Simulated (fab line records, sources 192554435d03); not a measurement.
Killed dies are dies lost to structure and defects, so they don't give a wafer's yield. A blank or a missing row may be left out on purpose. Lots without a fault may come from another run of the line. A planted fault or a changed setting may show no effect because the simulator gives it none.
fab line records | flow n5_finfet
record lots=24 wafers=72 last_day=18
route steps=1938 shown BEOL_M3@997 BEOL_M4@1043
lots that met no fault: from a run of the same line without faults
start_h: hours from the record's first day to the start of the lot's first wafer shown | wait_h: hours since the lot's step before | " the same as in the row above | L1.1+2: a row that stands for several wafers | - no value, or no start given | * or withheld: withheld | < > ~ a bound
route shown NAME@n: a module of which the file shows steps, and the number in the route of the first | usual: mean/standard deviation of fault-free wafers | same: alike in all rows | chamber/n: place in a boat | sites: the reading at each site | _std_site: their standard deviation | _edge_site: outer sites' mean less inner sites' | radius_mm: how far each site lies from the wafer's centre | mask NAME#n: copy n | behind: the tool/chamber that last shaped the wafer | hold: why the lot was held/for how many hours/how that ended | device: the transistor (n, p or np) that didn't switch | end of line: the same wafers' tests at the end of the route | a step without rows: its recipe alone | killed: dies lost to structure and defects at the first sort, not the wafer's yield | map: a wafer's dies, x killed, . not, _ none there
set.NAME: the setting as run; set.NAME@STEP: as run at that earlier step | model.NAME: the simulator's own value behind a step, which no gauge read
steps of the route over a sample of lots; a table a step, a row a wafer
services: from which hour (start_h, from the record's first day; less than 0 if before it) a tool's chamber was out of use, for how many hours, and why
## steps
# step N5_BEOL_M3_ANNEAL_80
# recipe temp_c=400 time_s=240 ambient=vacuum
# usual heater_power_w=876/140
# columns lot.wafer tool chamber start_h wait_h heater_power_w
L075.3 pvd_sputter-03 - 151.58 0.0 638
L075.4 " - " " 852
L075.6 " - " " 1044
L074.1 pvd_sputter-03 - 155.19 0.0 826
L074.2 " - " " 657
L074.3 " - " " 1020
L076.2 pvd_sputter-02 - 157.01 0.0 699
L076.4 " - " " 891
L076.5 " - " " 694
L077.3 pvd_sputter-03 - 162.62 0.0 1039
L077.4 " - " " 856
L077.6 " - " " 998
L078.2 pvd_sputter-03 - 176.47 0.0 955
L078.4 " - " " 1013
L078.6 " - " " 959
L079.3 pvd_sputter-01 - 177.62 0.0 840
L079.4 " - " " 882
L079.5 " - " " 926
L080.2 pvd_sputter-02 - 227.16 0.0 1120
L080.3 " - " " 703
L080.4 " - " " 794
L082.1 pvd_sputter-02 - 229.40 0.0 697
L082.5 " - " " 911
L082.6 " - " " 1120
L083.2 pvd_sputter-02 - 231.54 0.0 1137
L083.3 " - " " 881
L083.4 " - " " 703
L084.1 pvd_sputter-03 - 232.53 0.0 959
L084.2 " - " " 659
L084.4 " - " " 854
L085.4 pvd_sputter-02 - 233.38 0.0 687
L085.5 " - " " 688
L085.6 " - " " 791
L086.1 pvd_sputter-01 - 236.38 0.0 863
L086.3 " - " " 870
L086.4 " - " " 930
L087.3 pvd_sputter-03 - 238.53 0.0 984
L087.5 " - " " 823
L087.6 " - " " 1030
L088.3 pvd_sputter-02 - 241.15 0.0 895
L088.5 " - " " 901
L088.6 " - " " 691
L089.3 pvd_sputter-03 - 241.50 0.0 938
L089.5 " - " " 1023
L089.6 " - " " 954
L090.1 pvd_sputter-01 - 242.77 0.0 898
L090.4 " - " " 791
L090.6 " - " " 788
L091.1 pvd_sputter-02 - 256.30 0.0 804
L091.3 " - " " 704
L091.5 " - " " 1164
L092.2 pvd_sputter-01 - 263.37 0.0 807
L092.4 " - " " 838
L092.5 " - " " 933
L093.2 pvd_sputter-02 - 280.78 0.0 784
L093.3 " - " " 888
L093.4 " - " " 1167
L094.2 pvd_sputter-02 - 282.66 0.0 800
L094.4 " - " " 1150
L094.5 " - " " 887
L095.2 pvd_sputter-03 - 285.80 0.0 835
L095.5 " - " " 1018
L095.6 " - " " 958
L096.2 pvd_sputter-03 - 292.03 0.0 850
L096.3 " - " " 1008
L096.5 " - " " 660
L081.1 pvd_sputter-01 - 294.50 0.0 776
L081.4 " - " " 825
L081.5 " - " " 809
L097.2 pvd_sputter-03 - 304.06 0.0 950
L097.3 " - " " 844
L097.5 " - " " 1016
# step N5_BEOL_M3_SPUTTER_81
# recipe material=Cu target_thk_a=45 temp_c=-20 chamber_pressure_pa=0.07 power_w=withheld time_s=8.29
# usual chuck_sensor_temp_C=-16.1/0.55 throttle_valve_pct=30.0/0.61
# columns lot.wafer tool chamber start_h wait_h chuck_sensor_temp_C throttle_valve_pct
L075.3 pvd_sputter-03 - 151.72 0.1 -17.0 30.0
L075.4 " - " " -16.6 29.9
L075.6 " - " " -16.3 29.7
L074.1 pvd_sputter-03 - 155.33 0.1 -16.7 30.1
L074.2 " - " " -16.9 30.0
L074.3 " - " " -16.2 29.8
L076.2 pvd_sputter-02 - 157.15 0.1 -15.1 30.8
L076.4 " - " " -15.2 30.1
L076.5 " - " " -15.2 31.0
L077.3 pvd_sputter-03 - 162.76 0.1 -16.3 29.4
L077.4 " - " " -16.5 29.9
L077.6 " - " " -16.1 29.9
L078.2 pvd_sputter-03 - 176.61 0.1 -16.8 29.4
L078.4 " - " " -16.2 29.5
L078.6 " - " " -16.8 29.1
L079.3 pvd_sputter-01 - 177.77 0.1 -16.3 32.0
L079.4 " - " " -15.9 30.1
L079.5 " - " " -16.0 29.4
L080.2 pvd_sputter-02 - 227.30 0.1 -16.2 29.7
L080.3 " - " " -15.1 30.8
L080.4 " - " " -15.9 30.0
L082.1 pvd_sputter-02 - 229.54 0.1 -15.2 31.0
L082.5 " - " " -15.3 30.2
L082.6 " - " " -16.1 29.9
L083.2 pvd_sputter-02 - 231.68 0.1 -16.0 29.6
L083.3 " - " " -15.5 30.3
L083.4 " - " " -15.2 30.8
L084.1 pvd_sputter-03 - 232.67 0.1 -16.7 29.4
L084.2 " - " " -16.9 29.6
L084.4 " - " " -16.6 30.0
L085.4 pvd_sputter-02 - 233.52 0.1 -15.2 30.9
L085.5 " - " " -15.1 30.8
L085.6 " - " " -16.0 29.9
L086.1 pvd_sputter-01 - 236.52 0.1 -16.5 31.7
L086.3 " - " " -15.9 30.1
L086.4 " - " " -16.1 29.2
L087.3 pvd_sputter-03 - 238.69 0.1 -16.8 29.4
L087.5 " - " " -16.5 29.9
L087.6 " - " " -16.2 29.4
L088.3 pvd_sputter-02 - 241.29 0.1 -15.4 30.1
L088.5 " - " " -15.3 30.3
L088.6 " - " " -15.1 30.8
L089.3 pvd_sputter-03 - 241.66 0.1 -16.8 29.5
L089.5 " - " " -16.2 29.5
L089.6 " - " " -16.6 29.4
L090.1 pvd_sputter-01 - 242.91 0.1 -16.0 28.9
L090.4 " - " " -15.5 30.3
L090.6 " - " " -15.7 30.1
L091.1 pvd_sputter-02 - 256.44 0.1 -16.0 30.1
L091.3 " - " " -15.1 30.8
L091.5 " - " " -16.0 29.8
L092.2 pvd_sputter-01 - 263.51 0.1 -15.6 30.2
L092.4 " - " " -16.5 31.9
L092.5 " - " " -16.1 29.1
L093.2 pvd_sputter-02 - 280.92 0.1 -15.9 29.9
L093.3 " - " " -15.5 30.0
L093.4 " - " " -16.0 29.9
L094.2 pvd_sputter-02 - 282.80 0.1 -16.1 30.1
L094.4 " - " " -16.1 29.6
L094.5 " - " " -15.3 30.5
L095.2 pvd_sputter-03 - 285.94 0.1 -16.5 30.0
L095.5 " - " " -16.2 29.7
L095.6 " - " " -16.6 29.6
L096.2 pvd_sputter-03 - 292.17 0.1 -16.7 30.1
L096.3 " - " " -16.3 29.8
L096.5 " - " " -17.0 29.7
L081.1 pvd_sputter-01 - 294.64 0.1 -15.7 30.1
L081.4 " - " " -16.4 31.8
L081.5 " - " " -16.3 31.8
L097.2 pvd_sputter-03 - 304.20 0.1 -16.8 29.4
L097.3 " - " " -16.8 30.0
L097.5 " - " " -16.2 29.8
# step N5_BEOL_M3_ANNEAL_91
# recipe temp_c=400 time_s=240 ambient=vacuum
# usual heater_power_w=878/140
# columns lot.wafer tool chamber start_h wait_h heater_power_w
L075.3 pvd_sputter-03 - 152.46 0.0 667
L075.4 " - " " 833
L075.6 " - " " 1012
L074.1 pvd_sputter-03 - 156.07 0.0 835
L074.2 " - " " 655
L074.3 " - " " 1018
L076.2 pvd_sputter-02 - 157.89 0.0 701
L076.4 " - " " 897
L076.5 " - " " 701
L077.3 pvd_sputter-03 - 163.50 0.0 994
L077.4 " - " " 803
L077.6 " - " " 992
L078.2 pvd_sputter-03 - 177.35 0.0 965
L078.4 " - " " 1033
L078.6 " - " " 953
L079.3 pvd_sputter-01 - 178.51 0.0 848
L079.4 " - " " 873
L079.5 " - " " 946
L080.2 pvd_sputter-02 - 228.04 0.0 1147
L080.3 " - " " 689
L080.4 " - " " 797
L082.1 pvd_sputter-02 - 230.28 0.0 699
L082.5 " - " " 870
L082.6 " - " " 1149
L083.2 pvd_sputter-02 - 232.42 0.0 1145
L083.3 " - " " 905
L083.4 " - " " 690
L084.1 pvd_sputter-03 - 233.41 0.0 971
L084.2 " - " " 669
L084.4 " - " " 844
L085.4 pvd_sputter-02 - 234.26 0.0 691
L085.5 " - " " 700
L085.6 " - " " 796
L086.1 pvd_sputter-01 - 237.26 0.0 827
L086.3 " - " " 846
L086.4 " - " " 925
L087.3 pvd_sputter-03 - 239.52 0.0 984
L087.5 " - " " 853
L087.6 " - " " 1034
L088.3 pvd_sputter-02 - 242.03 0.0 873
L088.5 " - " " 890
L088.6 " - " " 691
L089.3 pvd_sputter-03 - 242.49 0.0 949
L089.5 " - " " 1039
L089.6 " - " " 965
L090.1 pvd_sputter-01 - 243.65 0.0 903
L090.4 " - " " 817
L090.6 " - " " 788
L091.1 pvd_sputter-02 - 257.18 0.0 785
L091.3 " - " " 705
L091.5 " - " " 1145
L092.2 pvd_sputter-01 - 264.25 0.0 790
L092.4 " - " " 829
L092.5 " - " " 916
L093.2 pvd_sputter-02 - 281.66 0.0 803
L093.3 " - " " 877
L093.4 " - " " 1160
L094.2 pvd_sputter-02 - 283.54 0.0 778
L094.4 " - " " 1138
L094.5 " - " " 894
L095.2 pvd_sputter-03 - 286.68 0.0 867
L095.5 " - " " 1010
L095.6 " - " " 948
L096.2 pvd_sputter-03 - 292.91 0.0 829
L096.3 " - " " 1039
L096.5 " - " " 659
L081.1 pvd_sputter-01 - 295.38 0.0 792
L081.4 " - " " 847
L081.5 " - " " 833
L097.2 pvd_sputter-03 - 304.94 0.0 947
L097.3 " - " " 859
L097.5 " - " " 1021
# step N5_BEOL_M3_SPUTTER_96
# recipe material=Cu target_thk_a=45 temp_c=-20 chamber_pressure_pa=0.07 power_w=withheld time_s=8.29
# usual chuck_sensor_temp_C=-16.1/0.55 throttle_valve_pct=30.0/0.64
# columns lot.wafer tool chamber start_h wait_h chuck_sensor_temp_C throttle_valve_pct
L075.3 pvd_sputter-03 - 153.04 0.1 -17.0 29.9
L075.4 " - " " -16.5 30.0
L075.6 " - " " -16.2 29.3
L074.1 pvd_sputter-03 - 156.65 0.1 -16.8 30.0
L074.2 " - " " -17.0 29.8
L074.3 " - " " -16.3 29.3
L076.2 pvd_sputter-02 - 158.47 0.1 -15.1 31.1
L076.4 " - " " -15.2 30.1
L076.5 " - " " -15.3 31.0
L077.3 pvd_sputter-03 - 164.08 0.1 -16.2 29.6
L077.4 " - " " -16.7 30.0
L077.6 " - " " -16.1 29.6
L078.2 pvd_sputter-03 - 177.93 0.1 -16.7 29.5
L078.4 " - " " -16.1 29.8
L078.6 " - " " -16.7 29.4
L079.3 pvd_sputter-01 - 179.09 0.1 -16.5 31.9
L079.4 " - " " -15.8 30.2
L079.5 " - " " -16.4 29.0
L080.2 pvd_sputter-02 - 228.62 0.1 -16.0 29.7
L080.3 " - " " -15.2 30.8
L080.4 " - " " -16.1 29.8
L082.1 pvd_sputter-02 - 230.86 0.1 -15.1 31.1
L082.5 " - " " -15.3 30.3
L082.6 " - " " -16.0 29.5
L083.2 pvd_sputter-02 - 233.00 0.1 -16.1 29.8
L083.3 " - " " -15.4 30.2
L083.4 " - " " -15.3 30.7
L084.1 pvd_sputter-03 - 233.99 0.1 -16.8 29.4
L084.2 " - " " -17.1 29.8
L084.4 " - " " -16.6 29.6
L085.4 pvd_sputter-02 - 234.84 0.1 -15.3 30.8
L085.5 " - " " -15.3 30.8
L085.6 " - " " -15.9 29.7
L086.1 pvd_sputter-01 - 237.84 0.1 -16.5 31.9
L086.3 " - " " -15.9 30.5
L086.4 " - " " -15.9 28.9
L087.3 pvd_sputter-03 - 240.17 0.1 -16.7 29.3
L087.5 " - " " -16.5 30.0
L087.6 " - " " -16.3 29.6
L088.3 pvd_sputter-02 - 242.61 0.1 -15.6 30.2
L088.5 " - " " -15.2 30.2
L088.6 " - " " -15.2 30.7
L089.3 pvd_sputter-03 - 243.14 0.1 -16.7 29.2
L089.5 " - " " -16.2 29.6
L089.6 " - " " -16.9 29.5
L090.1 pvd_sputter-01 - 244.23 0.1 -16.1 28.7
L090.4 " - " " -15.8 30.3
L090.6 " - " " -15.6 30.6
L091.1 pvd_sputter-02 - 257.76 0.1 -15.9 30.0
L091.3 " - " " -15.2 30.7
L091.5 " - " " -16.2 29.6
L092.2 pvd_sputter-01 - 264.83 0.1 -15.7 30.0
L092.4 " - " " -16.4 31.7
L092.5 " - " " -15.9 29.1
L093.2 pvd_sputter-02 - 282.24 0.1 -16.0 30.0
L093.3 " - " " -15.3 30.1
L093.4 " - " " -16.1 29.6
L094.2 pvd_sputter-02 - 284.12 0.1 -16.0 30.0
L094.4 " - " " -16.0 29.4
L094.5 " - " " -15.4 30.2
L095.2 pvd_sputter-03 - 287.26 0.1 -16.5 30.0
L095.5 " - " " -16.3 29.4
L095.6 " - " " -16.7 29.3
L096.2 pvd_sputter-03 - 293.49 0.1 -16.8 30.1
L096.3 " - " " -16.2 29.6
L096.5 " - " " -16.9 29.9
L081.1 pvd_sputter-01 - 295.96 0.1 -15.6 30.3
L081.4 " - " " -16.5 31.7
L081.5 " - " " -16.3 31.9
L097.2 pvd_sputter-03 - 305.52 0.1 -16.7 29.2
L097.3 " - " " -16.5 29.8
L097.5 " - " " -16.3 29.6
# step N5_BEOL_M3_INSPECT_59
# recipe inspect_instrument=darkfield mode=post_dep
# usual raw_defect_count=69/24
# columns lot.wafer tool chamber start_h wait_h raw_defect_count
L075.3 defect_inspect-01 - 154.17 0.0 73
L075.4 " - " " 90
L075.6 " - " " 72
L074.1 defect_inspect-02 - 157.74 0.0 94
L074.2 " - " " 95
L074.3 " - " " 72
L076.2 defect_inspect-02 - 159.55 0.0 54
L076.4 " - " " 66
L076.5 " - " " 86
L077.3 defect_inspect-02 - 165.18 0.0 60
L077.4 " - " " 70
L077.6 " - " " 85
L078.2 defect_inspect-02 - 179.06 0.0 72
L078.4 " - " " 166
L078.6 " - " " 75
L079.3 defect_inspect-02 - 180.67 0.0 71
L079.4 " - " " 49
L079.5 " - " " 36
L080.2 defect_inspect-02 - 229.70 0.0 123
L080.3 " - " " 75
L080.4 " - " " 78
L082.1 defect_inspect-02 - 231.93 0.0 84
L082.5 " - " " 76
L082.6 " - " " 104
L083.2 defect_inspect-02 - 234.08 0.0 108
L083.3 " - " " 87
L083.4 " - " " 104
L084.1 defect_inspect-01 - 235.18 0.0 41
L084.2 " - " " 35
L084.4 " - " " 58
L085.4 defect_inspect-01 - 236.11 0.0 33
L085.5 " - " " 59
L085.6 " - " " 30
L086.1 defect_inspect-01 - 239.46 0.0 99
L086.3 " - " " 85
L086.4 " - " " 70
L087.3 defect_inspect-01 - 241.31 0.0 54
L087.5 " - " " 44
L087.6 " - " " 35
L088.3 defect_inspect-02 - 243.68 0.0 66
L088.5 " - " " 72
L088.6 " - " " 66
L089.3 defect_inspect-01 - 244.23 0.0 81
L089.5 " - " " 90
L089.6 " - " " 59
L090.1 defect_inspect-01 - 245.32 0.0 34
L090.4 " - " " 34
L090.6 " - " " 30
L091.1 defect_inspect-02 - 258.84 0.0 80
L091.3 " - " " 81
L091.5 " - " " 62
L092.2 defect_inspect-01 - 266.06 0.0 50
L092.4 " - " " 63
L092.5 " - " " 74
L093.2 defect_inspect-02 - 283.31 0.0 41
L093.3 " - " " 35
L093.4 " - " " 61
L094.2 defect_inspect-02 - 285.19 0.0 71
L094.4 " - " " 39
L094.5 " - " " 44
L095.2 defect_inspect-01 - 288.64 0.0 103
L095.5 " - " " 107
L095.6 " - " " 54
L096.2 defect_inspect-01 - 294.69 0.0 51
L096.3 " - " " 50
L096.5 " - " " 52
L081.1 defect_inspect-01 - 297.22 0.0 27
L081.4 " - " " 40
L081.5 " - " " 45
L097.2 defect_inspect-02 - 306.82 0.0 117
L097.3 " - " " 91
L097.5 " - " " 75
# step N5_BEOL_M4_STRIP_66
# recipe chemistry=CF4 resist=SiARC power_w=300 bias_power_w=75 pressure_mtorr=50 cf4_flow_sccm=150 rf_frequency_hz=6e+07
# usual drypump_motor_current_A=5.8/0.3 oes_product_au=0.79/0.085 rf_vpp_V=270.6/1.5 showerhead_plenum_p_Torr=1.77/0.06 throttle_valve_pct=13.49/0.19
# columns lot.wafer tool chamber start_h wait_h drypump_motor_current_A oes_product_au rf_hours_counter_h rf_vpp_V showerhead_plenum_p_Torr throttle_valve_pct
L075.3 rie_diel-04 3 155.45 0.0 6.2 0.89 23 269.1 1.74 13.35
L075.4 " 1 " " 6.0 0.71 179 269.0 1.70 13.37
L075.6 " 1 " " 6.0 0.71 - 269.4 1.70 13.35
L074.1 rie_diel-04 2 159.38 0.0 5.8 0.90 14 270.5 1.77 13.25
L074.2 " 1 " " 5.9 0.71 180 268.8 1.70 13.35
L074.3 " 3 " " 6.1 0.89 25 271.8 1.74 13.35
L076.2 rie_diel-03 3 160.51 0.0 5.3 0.83 59 271.5 1.82 13.38
L076.4 " 3 " " 5.3 0.83 - 271.1 1.82 13.39
L076.5 " 1 " " 6.0 0.93 - 269.8 1.77 13.54
L077.3 rie_diel-03 3 166.58 0.0 5.3 0.82 61 272.5 1.82 13.39
L077.4 " 1 " " 5.9 0.93 22 270.6 1.77 13.56
L077.6 " 3 " " 5.3 0.83 - 271.0 1.82 13.39
L078.2 rie_diel-04 2 180.22 0.0 5.8 0.89 21 269.7 1.77 13.25
L078.4 " 0 " " 5.4 0.70 196 271.2 1.69 13.60
L078.6 " 2 " " 5.8 0.89 - 271.6 1.77 13.27
L079.3 rie_diel-03 3 182.28 0.0 5.3 0.81 67 271.9 1.82 13.40
L079.4 " 1 " " 6.0 0.91 28 268.8 1.77 13.58
L079.5 " 0 " " 5.6 0.93 - 273.0 1.82 13.25
L080.2 rie_diel-04 1 232.00 0.0 5.9 0.69 205 269.9 1.69 13.43
L080.3 " 0 " " 5.4 0.68 215 269.4 1.68 13.65
L080.4 " 3 " " 6.1 0.84 53 270.6 1.73 13.43
L082.1 rie_diel-05 0 232.99 0.0 5.6 0.68 247 271.1 1.77 13.62
L082.5 " 0 " " 5.6 0.68 - 271.1 1.77 13.65
L082.6 " 3 " " 5.9 0.74 - 271.4 1.78 13.87
L083.2 rie_diel-03 1 235.14 0.0 5.9 0.88 46 270.9 1.77 13.59
L083.3 " 2 " " 6.2 0.80 92 272.9 1.87 13.81
L083.4 " 0 " " 5.7 0.89 26 270.8 1.82 13.28
L084.1 rie_diel-04 1 236.24 0.0 6.0 0.69 206 269.6 1.69 13.44
L084.2 " 3 " " 6.2 0.85 54 271.9 1.73 13.42
L084.4 " 0 " " 5.4 0.69 217 270.0 1.68 13.65
L085.4 rie_diel-05 3 237.98 0.0 5.8 0.73 195 270.8 1.78 13.86
L085.5 " 1 " " 5.3 0.76 - 273.7 1.87 13.44
L085.6 " 0 " " 5.6 0.68 - 269.5 1.77 13.63
L086.1 rie_diel-04 3 241.01 0.0 6.2 0.84 57 271.3 1.73 13.43
L086.3 " 1 " " 6.0 0.68 208 269.3 1.69 13.43
L086.4 " 0 " " 5.4 0.68 219 268.6 1.68 13.66
L087.3 rie_diel-04 1 244.39 0.0 6.0 0.69 210 269.4 1.69 13.42
L087.5 " 1 " " 5.9 0.69 - 268.0 1.69 13.42
L087.6 " 0 " " 5.4 0.68 - 268.9 1.68 13.66
L088.3 rie_diel-03 0 244.96 0.0 5.7 0.89 28 270.9 1.82 13.30
L088.5 " 3 " " 5.3 0.79 - 271.3 1.81 13.47
L088.6 " 0 " " 5.7 0.89 - 272.2 1.82 13.29
L089.3 rie_diel-04 2 245.15 0.0 5.8 0.84 46 269.4 1.76 13.32
L089.5 " 2 " " 5.8 0.84 - 270.2 1.76 13.32
L089.6 " 1 " " 6.0 0.69 - 268.6 1.69 13.42
L090.1 rie_diel-03 2 248.07 0.0 6.2 0.79 96 271.8 1.86 13.83
L090.4 " 3 " " 5.3 0.79 91 271.3 1.81 13.46
L090.6 " 1 " " 5.9 0.88 - 269.8 1.77 13.63
L091.1 rie_diel-05 1 262.78 0.0 5.3 0.75 127 273.4 1.87 13.47
L091.3 " 2 " " 6.2 0.84 54 271.4 1.82 13.29
L091.5 " 1 " " 5.3 0.76 - 273.5 1.87 13.47
L092.2 rie_diel-04 3 269.51 0.0 6.1 0.82 65 271.7 1.73 13.42
L092.4 " 1 " " 6.0 0.69 215 268.1 1.69 13.45
L092.5 " 0 " " 5.4 0.68 - 269.5 1.68 13.68
L093.2 rie_diel-04 0 284.24 0.0 5.4 0.67 230 268.7 1.68 13.69
L093.3 " 3 " " 6.1 0.83 68 269.7 1.73 13.45
L093.4 " 1 " " 6.0 0.68 219 269.5 1.69 13.44
L094.2 rie_diel-04 1 286.46 0.0 6.0 0.68 220 268.6 1.69 13.45
L094.4 " 2 " " 5.8 0.83 57 268.4 1.76 13.36
L094.5 " 2 " " 5.8 0.83 - 270.0 1.76 13.34
L095.2 rie_diel-05 0 290.78 0.0 5.6 0.95 7 271.2 1.77 13.08
L095.5 " 2 " " 6.1 0.84 - 270.4 1.81 13.28
L095.6 " 3 " " 5.8 0.72 - 269.9 1.78 13.90
L096.2 rie_diel-03 1 296.69 0.0 6.0 0.86 63 269.1 1.76 13.67
L096.3 " 0 " " 5.7 0.85 41 271.8 1.81 13.31
L096.5 " 3 " " 5.3 0.78 - 271.4 1.81 13.51
L081.1 rie_diel-03 2 300.37 0.0 6.1 0.78 109 272.6 1.86 13.87
L081.4 " 3 " " 5.3 0.78 104 272.0 1.81 13.48
L081.5 " 3 " " 5.3 0.78 - 269.8 1.81 13.47
L097.2 rie_diel-04 0 311.45 0.0 5.4 0.67 239 268.8 1.67 13.70
L097.3 " 2 " " 5.8 0.82 65 270.5 1.76 13.37
L097.5 " 0 " " 5.4 0.67 - 269.7 1.67 13.71
## services
# columns tool chamber start_h hours kind
rie_diel-03 0 141.00 - clean
rie_diel-03 0 141.00 - consumable_replace:focus_ring
rie_diel-03 0 141.00 21.1 scheduled_down
rie_diel-03 0 141.00 21.1 vent_cycle
rie_diel-03 3 191.96 1.7 repair
pvd_sputter-01 - 200.17 1.1 repair
rie_diel-03 0 210.20 8.6 repair
rie_diel-03 1 224.57 8.3 repair
rie_diel-05 0 244.10 - clean
rie_diel-05 0 244.10 - consumable_replace:focus_ring
rie_diel-04 1 254.81 4.4 repair
## key
fault none
